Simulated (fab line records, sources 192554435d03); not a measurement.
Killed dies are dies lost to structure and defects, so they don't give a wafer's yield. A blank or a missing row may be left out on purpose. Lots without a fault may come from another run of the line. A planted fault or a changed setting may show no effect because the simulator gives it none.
fab line records | flow n5_finfet | part 2 of 2: steps 17 to 23 of 23
record lots=5 wafers=15 last_day=18
route steps=1938 shown GATE_CUT@483
lots that met no fault: from a run of the same line without faults
start_h: hours from the record's first day to the start of the lot's first wafer shown | wait_h: hours since the lot's step before | " the same as in the row above | L1.1+2: a row that stands for several wafers | - no value, or no start given | * or withheld: withheld | < > ~ a bound
route shown NAME@n: a module of which the file shows steps, and the number in the route of the first | usual: mean/standard deviation of fault-free wafers | same: alike in all rows | chamber/n: place in a boat | sites: the reading at each site | _std_site: their standard deviation | _edge_site: outer sites' mean less inner sites' | radius_mm: how far each site lies from the wafer's centre | mask NAME#n: copy n | behind: the tool/chamber that last shaped the wafer | hold: why the lot was held/for how many hours/how that ended | device: the transistor (n, p or np) that didn't switch | end of line: the same wafers' tests at the end of the route | a step without rows: its recipe alone | killed: dies lost to structure and defects at the first sort, not the wafer's yield | map: a wafer's dies, x killed, . not, _ none there
set.NAME: the setting as run; set.NAME@STEP: as run at that earlier step | model.NAME: the simulator's own value behind a step, which no gauge read
lots at some steps of the route; a table a step, a row a wafer
services: from which hour (start_h, from the record's first day; less than 0 if before it) a tool's chamber was out of use, for how many hours, and why
## steps
# step N5_GATE_CUT_ETCH_19
# recipe chemistry=CH3F/O2 target=SiNx mask_material=SiO2 target_depth_a=537 time_s=76.7 pressure_mtorr=30 source_w=395 bias_w=73 Ar_flow_sccm=150 CH3F_flow_sccm=30 O2_flow_sccm=20 ion_energy_ev=120 ends=cleared
# usual CH3F_flow_sccm=29.99/0.084 drypump_motor_current_A=5.8/0.32 etch_rf_on_time_s=77.0/1.6 oes_product_au=0.66/0.07 rf_vpp_V=293/6.4 showerhead_plenum_p_Torr=1.97/0.071 throttle_valve_pct=16.38/0.18
# columns lot.wafer tool chamber start_h wait_h CH3F_flow_sccm drypump_motor_current_A etch_rf_on_time_s oes_product_au rf_hours_counter_h rf_vpp_V showerhead_plenum_p_Torr throttle_valve_pct
L075.2 rie_diel-03 2 94.22 0.0 30.09 6.6 77.8 0.59 227 290 1.98 16.29
L075.3 " 0 " " 29.98 5.9 74.8 0.81 9 290 2.04 16.34
L075.5 " 0 " " 30.00 5.8 74.8 0.81 - 291 2.04 16.33
L082.2 rie_diel-03 0 134.95 0.0 30.21 5.8 75.0 0.77 20 290 2.03 16.33
L082.3 " 1 " " 29.97 5.6 76.0 0.64 176 292 1.91 16.57
L082.5 " 0 " " 30.11 5.9 74.9 0.78 - 291 2.03 16.33
L088.1 rie_diel-03 3 173.19 0.0 29.82 5.5 77.6 0.60 233 288 1.91 16.37
L088.2 " 0 " " 29.98 5.8 75.3 0.76 30 290 2.03 16.38
L088.6 " 1 " " 29.94 5.6 76.8 0.62 - 292 1.91 16.62
L095.2 rie_diel-04 1 210.89 0.0 29.97 6.2 80.2 0.61 179 298 2.08 16.27
L095.3 " 1 " " 29.95 6.2 80.1 0.61 - 298 2.08 16.27
L095.5 " 1 " " 29.96 6.2 80.3 0.62 - 297 2.08 16.27
L097.1 rie_diel-06 3 229.69 0.0 29.90 6.0 77.4 0.65 141 282 1.95 16.53
L097.3 " 1 " " 30.11 6.2 77.3 0.73 43 293 1.96 16.44
L097.4 " 0 " " 30.08 5.4 77.8 0.58 246 292 1.90 16.57
# step N5_GATE_CUT_CUT_ETCH_53
# recipe chemistry=SF6/Cl2 target=W mask_material=SiO2 target_depth_a=792 pressure_mtorr=8 icp_w=900 bias_w=80 SF6_flow_sccm=40 Cl2_flow_sccm=60 ends=cleared
# usual drypump_motor_current_A=5.7/0.34 etch_rf_on_time_s=26.2/0.71 oes_product_au=0.71/0.086 throttle_valve_pct=28.8/0.33
# columns lot.wafer tool chamber start_h wait_h drypump_motor_current_A etch_rf_on_time_s oes_product_au rf_hours_counter_h throttle_valve_pct
L075.2 rie_metal-03 0 94.32 0.1 5.6 26.3 0.72 34 28.7
L075.3 " 1 " " 5.9 25.4 0.74 - 29.1
L075.5 " 0 " " 5.6 26.1 0.73 - 28.7
L082.2 rie_metal-01 1 135.06 0.1 5.5 26.3 0.54 130 28.7
L082.3 " 0 " " 5.2 25.5 0.86 - 29.1
L082.5 " 1 " " 5.5 26.1 0.55 - 28.7
L088.1 rie_metal-01 0 173.29 0.1 5.2 25.1 0.84 8 29.1
L088.2 " 1 " " 5.5 26.2 0.54 133 28.7
L088.6 " 1 " " 5.5 26.1 0.55 - 28.7
L095.2 rie_metal-02 0 211.04 0.1 5.6 27.3 0.66 51 28.4
L095.3 " 1 " " 6.3 26.6 0.68 - 28.2
L095.5 " 1 " " 6.3 26.5 0.69 - 28.2
L097.1 rie_metal-01 0 229.80 0.1 5.2 25.9 0.81 14 29.1
L097.3 " 0 " " 5.2 25.8 0.81 - 29.1
L097.4 " 1 " " 5.5 26.5 0.87 - 29.0
# step N5_GATE_CUT_CUT_ETCH_54
# recipe chemistry=Cl2/BCl3 target=TiN mask_material=SiO2 target_depth_a=967 pressure_mtorr=10 icp_w=1000 bias_w=126 Cl2_flow_sccm=53.25 bcl3_flow_sccm=21.75 Ar_flow_sccm=25 ends=cleared
# usual drypump_motor_current_A=5.7/0.34 etch_rf_on_time_s=36.5/0.95 oes_product_au=0.71/0.086 throttle_valve_pct=22.12/0.22
# columns lot.wafer tool chamber start_h wait_h drypump_motor_current_A etch_rf_on_time_s oes_product_au rf_hours_counter_h throttle_valve_pct
L075.2 rie_metal-03 0 94.38 0.0 5.6 36.7 0.71 34 21.93
L075.3 " 1 " " 6.0 35.7 0.74 - 22.27
L075.5 " 0 " " 5.6 36.6 0.72 - 21.94
L082.2 rie_metal-01 1 135.12 0.0 5.5 36.6 0.54 130 22.29
L082.3 " 0 " " 5.2 36.0 0.86 - 22.36
L082.5 " 1 " " 5.5 36.6 0.54 - 22.29
L088.1 rie_metal-01 0 173.35 0.0 5.2 35.5 0.84 8 22.39
L088.2 " 1 " " 5.5 36.5 0.54 134 22.31
L088.6 " 1 " " 5.5 37.0 0.54 - 22.32
L095.2 rie_metal-02 0 211.10 0.0 5.6 38.3 0.66 51 22.02
L095.3 " 1 " " 6.3 37.0 0.68 - 21.70
L095.5 " 1 " " 6.3 37.3 0.68 - 21.70
L097.1 rie_metal-01 0 229.86 0.0 5.2 35.7 0.82 14 22.39
L097.3 " 0 " " 5.2 36.0 0.81 - 22.39
L097.4 " 1 " " 5.4 36.6 0.88 - 22.32
# step N5_GATE_CUT_CUT_ETCH_55
# recipe chemistry=BCl3 target=HfO2 mask_material=SiO2 target_depth_a=32 ion_energy_ev=30 pressure_mtorr=5 icp_w=450 bias_w=18 bcl3_flow_sccm=80
# usual drypump_motor_current_A=5.7/0.33 oes_product_au=0.79/0.089 throttle_valve_pct=32.8/0.47
# columns lot.wafer tool chamber start_h wait_h drypump_motor_current_A oes_product_au rf_hours_counter_h throttle_valve_pct
L075.2 rie_metal-03 0 94.44 0.0 5.6 0.80 34 32.9
L075.3 " 1 " " 5.9 0.82 - 32.8
L075.5 " 0 " " 5.6 0.80 - 32.8
L082.2 rie_metal-01 1 135.18 0.0 5.5 0.61 130 32.9
L082.3 " 0 " " 5.2 0.94 - 33.4
L082.5 " 1 " " 5.5 0.61 - 32.9
L088.1 rie_metal-01 0 173.41 0.0 5.2 0.92 8 33.4
L088.2 " 1 " " 5.5 0.61 134 32.9
L088.6 " 1 " " 5.5 0.61 - 32.9
L095.2 rie_metal-02 0 211.16 0.0 5.6 0.75 51 32.1
L095.3 " 1 " " 6.3 0.76 - 32.0
L095.5 " 1 " " 6.3 0.77 - 32.0
L097.1 rie_metal-01 0 229.92 0.0 5.2 0.88 14 33.4
L097.3 " 0 " " 5.2 0.89 - 33.4
L097.4 " 1 " " 5.5 0.98 - 33.7
# step N5_GATE_CUT_ETCH_47
# recipe chemistry=Cl2/BCl3 target=SiO2 target_depth_a=100 pressure_mtorr=10 icp_w=1000 bias_w=126 Cl2_flow_sccm=53.25 bcl3_flow_sccm=21.75 Ar_flow_sccm=25
# usual drypump_motor_current_A=5.7/0.33 oes_product_au=0.79/0.09 throttle_valve_pct=22.66/0.23
# columns lot.wafer tool chamber start_h wait_h drypump_motor_current_A oes_product_au rf_hours_counter_h throttle_valve_pct
L075.2 rie_metal-03 0 94.47 0.0 5.6 0.79 34 22.48
L075.3 " 1 " " 5.9 0.82 - 22.84
L075.5 " 0 " " 5.6 0.79 - 22.48
L082.2 rie_metal-01 1 135.21 0.0 5.5 0.61 130 22.81
L082.3 " 0 " " 5.2 0.95 - 22.91
L082.5 " 1 " " 5.5 0.61 - 22.81
L088.1 rie_metal-01 0 173.44 0.0 5.2 0.92 8 22.93
L088.2 " 1 " " 5.5 0.61 134 22.84
L088.6 " 1 " " 5.5 0.60 - 22.84
L095.2 rie_metal-02 0 211.19 0.0 5.6 0.75 51 22.53
L095.3 " 1 " " 6.3 0.76 - 22.23
L095.5 " 1 " " 6.3 0.76 - 22.24
L097.1 rie_metal-01 0 229.95 0.0 5.2 0.88 14 22.94
L097.3 " 0 " " 5.2 0.89 - 22.94
L097.4 " 1 " " 5.5 0.98 - 22.85
# step N5_GATE_CUT_VAPOR_ETCH_48
# recipe chemistry=BCl3/Cl2 target=TiN mode=isotropic
# usual drypump_motor_current_A=5.7/0.34 oes_product_au=0.79/0.088
# columns lot.wafer tool chamber start_h wait_h drypump_motor_current_A oes_product_au
L075.2 rie_metal-03 0 94.50 0.0 5.6 0.81
L075.3 " 1 " " 5.9 0.82
L075.5 " 0 " " 5.6 0.81
L082.2 rie_metal-01 1 135.24 0.0 5.5 0.60
L082.3 " 0 " " 5.2 0.94
L082.5 " 1 " " 5.5 0.60
L088.1 rie_metal-01 0 173.47 0.0 5.2 0.91
L088.2 " 1 " " 5.5 0.60
L088.6 " 1 " " 5.5 0.60
L095.2 rie_metal-02 0 211.22 0.0 5.6 0.77
L095.3 " 1 " " 6.3 0.77
L095.5 " 1 " " 6.3 0.77
L097.1 rie_metal-01 0 229.98 0.0 5.1 0.87
L097.3 " 0 " " 5.1 0.88
L097.4 " 1 " " 5.5 0.97
# step N5_GATE_CUT_VAPOR_ETCH_49
# recipe chemistry=BCl3/Cl2 target=TiAlC mode=isotropic
# usual drypump_motor_current_A=5.7/0.34 oes_product_au=0.79/0.087
# columns lot.wafer tool chamber start_h wait_h drypump_motor_current_A oes_product_au
L075.2 rie_metal-03 0 94.53 0.0 5.6 0.81
L075.3 " 1 " " 5.9 0.82
L075.5 " 0 " " 5.6 0.81
L082.2 rie_metal-01 1 135.27 0.0 5.5 0.61
L082.3 " 0 " " 5.2 0.93
L082.5 " 1 " " 5.5 0.61
L088.1 rie_metal-01 0 173.50 0.0 5.2 0.91
L088.2 " 1 " " 5.5 0.59
L088.6 " 1 " " 5.5 0.60
L095.2 rie_metal-02 0 211.25 0.0 5.7 0.76
L095.3 " 1 " " 6.3 0.77
L095.5 " 1 " " 6.3 0.76
L097.1 rie_metal-01 0 230.01 0.0 5.2 0.87
L097.3 " 0 " " 5.2 0.87
L097.4 " 1 " " 5.5 0.96
## services
# columns tool chamber start_h hours kind
rie_diel-06 1 72.52 - clean
rie_diel-06 1 72.52 - consumable_replace:focus_ring
rie_diel-04 2 90.08 1.8 repair
rie_diel-03 3 92.22 7.2 repair
euv_scanner-01 - 111.97 1.0 pm
euv_scanner-02 - 117.88 1.0 pm
euv_scanner-01 - 119.35 0.1 repair
euv_scanner-01 - 136.34 4.6 pm
rie_diel-04 - 136.74 2.8 pm
rie_diel-04 2 157.46 2.1 repair
rie_metal-01 - 167.32 2.4 repair
euv_scanner-01 - 168.38 1.0 pm
euv_scanner-02 - 174.00 1.0 pm
rie_diel-03 2 175.53 - clean
rie_diel-03 2 175.53 - consumable_replace:focus_ring
rie_diel-03 2 175.53 31.8 scheduled_down
rie_diel-03 2 175.53 31.8 vent_cycle
rie_diel-06 2 178.37 10.6 repair
rie_metal-01 1 182.03 - clean
rie_metal-01 1 182.03 18.0 scheduled_down
rie_metal-01 1 182.03 18.0 vent_cycle
rie_diel-06 - 201.59 2.8 pm
rie_diel-04 0 209.83 5.8 repair
euv_scanner-01 - 224.27 1.0 pm
